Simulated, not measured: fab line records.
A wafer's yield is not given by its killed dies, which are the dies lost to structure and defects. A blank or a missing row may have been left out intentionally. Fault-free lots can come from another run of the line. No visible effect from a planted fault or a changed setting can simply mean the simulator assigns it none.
The tool behind it: which one? ; flow nand harc ; 24 lots with 72 wafers sampled at 2 steps, on a route of 1159 steps

== WHAT THE GAUGES READ, wafer by wafer ==
NHARC_A_SGD_CUT_CD_MEAS_09: target cd 100 nm. Usual: cd nm 99.8 nm, standard deviation 0.61.
lot;measured;on;cd nm (nm);flag
L074;day 13 17:18;cd sem-01;100.2 99.7 99.6;
L075;day 14 21:38;cd sem-01;100.3 101.1 100.9;
L076;day 14 21:41;cd sem-03;99.1 99.7 99.7;
L077;day 14 23:04;cd sem-01;99.4 99.9 100.2;
L078;day 14 23:12;cd sem-03;101.4 100.0 100.3;
L081;day 15 03:38;cd sem-01;99.6 99.3 98.6;
L080;day 15 09:49;cd sem-01;99.6 99.7 99.3;
L082;day 15 17:32;cd sem-01;100.2 100.5 101.2;
L079;day 15 17:41;cd sem-01;98.7 99.7 99.4;
L083;day 16 03:31;cd sem-03;99.0 98.7 100.2;
L084;day 16 16:42;cd sem-02;99.7 100.3 100.5;
L086;day 16 16:52;cd sem-03;100.3 98.9 100.1;
L087;day 17 00:07;cd sem-01;99.6 99.2 99.1;
L085;day 17 07:25;cd sem-03;99.6 99.6 99.3;
L089;day 17 12:31;cd sem-02;100.2 100.0 99.8;
L091;day 17 20:53;cd sem-02;99.6 99.6 99.5;
L088;day 17 21:35;cd sem-01;100.0 99.1 99.0;
L090;day 17 21:57;cd sem-01;99.1 99.7 99.3;
L093;day 17 22:20;cd sem-03;99.4 100.6 99.4;
L092;day 17 22:59;cd sem-01;99.4 98.9 99.0;
L094;day 18 08:50;cd sem-02;99.7 99.8 98.8;
L096;day 18 21:13;cd sem-02;100.0 100.6 100.0;
L095;day 18 21:34;cd sem-02;100.2 99.6 100.4;
L097;day 19 23:01;cd sem-02;99.8 99.9 100.3;

== EACH LOT AND THE TOOL THAT RAN IT (in order: tool; ch and the chambers of the sampled wafers; start) ==
lot;NHARC_A_STAIRCASE_DEP_471
L074;pecvd-01 ch 0,1, day 13 15:53
L075;pecvd-01 ch 0,1, day 14 20:23
L076;pecvd-04 ch 0,1,2, day 14 20:24
L077;pecvd-04 ch 0,1,2, day 14 21:44
L078;pecvd-01 ch 0,1, day 14 21:49
L081;pecvd-04 ch 0,1,2, day 15 02:15
L080;pecvd-01 ch 0,1, day 15 08:32
L082;pecvd-01 ch 0,2, day 15 16:03
L079;pecvd-04 ch 1,2, day 15 16:05
L083;pecvd-01 ch 0,1,2, day 16 02:07
L084;pecvd-03 ch 0,1, day 16 15:20
L086;pecvd-04 ch 0,2, day 16 15:25
L087;pecvd-03 ch 0,1,2, day 16 22:46
L085;pecvd-03 ch 0,1, day 17 06:01
L089;pecvd-01 ch 0,1,2, day 17 11:06
L091;pecvd-04 ch 1,2, day 17 19:37
L088;pecvd-03 ch 0,1,2, day 17 20:14
L090;pecvd-01 ch 0,1,2, day 17 20:32
L093;pecvd-03 ch 0,1, day 17 20:56
L092;pecvd-04 ch 0,1, day 17 21:37
L094;pecvd-03 ch 0,1,2, day 18 07:27
L096;pecvd-04 ch 0,1,2, day 18 19:58
L095;pecvd-03 ch 0,2, day 18 20:11
L097;pecvd-01 ch 0,1,2, day 19 21:28
- NHARC_A_STAIRCASE_DEP_471: deposits SiO2, target thk 100 nm.

== AS READ BY THE TOOLS THEMSELVES (means over the sampled wafers that have a number; for cases with no such wafer, the mark the record gives instead) ==
NHARC_A_STAIRCASE_DEP_471. Usual: heater power outer w 275 W, standard deviation 50; heater power w 499 W, standard deviation 72; throttle valve pct 15.8 %, standard deviation 0.53.
lot;tool;heater power outer w (W);heater power w (W);throttle valve pct (%);flag
L074;pecvd-01;334;603;15.1;
L075;pecvd-01;302;551;15.8;
L076;pecvd-04;258;471;15.6;
L077;pecvd-04;274;479;15.9;
L078;pecvd-01;297;545;15.8;
L081;pecvd-04;272;489;15.7;
L080;pecvd-01;308;560;15.1;
L082;pecvd-01;230;458;16.0;
L079;pecvd-04;333;578;15.9;
L083;pecvd-01;270;497;15.8;
L084;pecvd-03;260;425;16.1;
L086;pecvd-04;288;501;15.8;
L087;pecvd-03;265;480;16.0;
L085;pecvd-03;261;430;16.1;
L089;pecvd-01;303;551;15.8;
L091;pecvd-04;268;500;16.1;
L088;pecvd-03;291;511;16.0;
L090;pecvd-01;324;574;15.6;
L093;pecvd-03;278;453;16.2;
L092;pecvd-04;284;493;15.8;
L094;pecvd-03;281;509;15.9;
L096;pecvd-04;265;491;15.9;
L095;pecvd-03;227;404;16.3;
L097;pecvd-01;243;479;15.6;

== THE ANSWER, worked out from the rows above alone ==
Rule: a lot is off if the mean of its wafers that have a number lies more than 3 standard deviations from the usual mean. A lot without any number at a reading at which 4 lots or more have one is off too. Any other lot the step has rows for is counted as sound. Order of review: gauges by route order, followed by the tools' own readings, for which a lot's mean as printed above is used. At the first step where some lot is off, the reading lying furthest off is the one used; lots without a number count as furthest.
No lot is off at any reading shown: from this, nothing can be told.

== WHAT THE SIMULATOR HAD PUT IN ==
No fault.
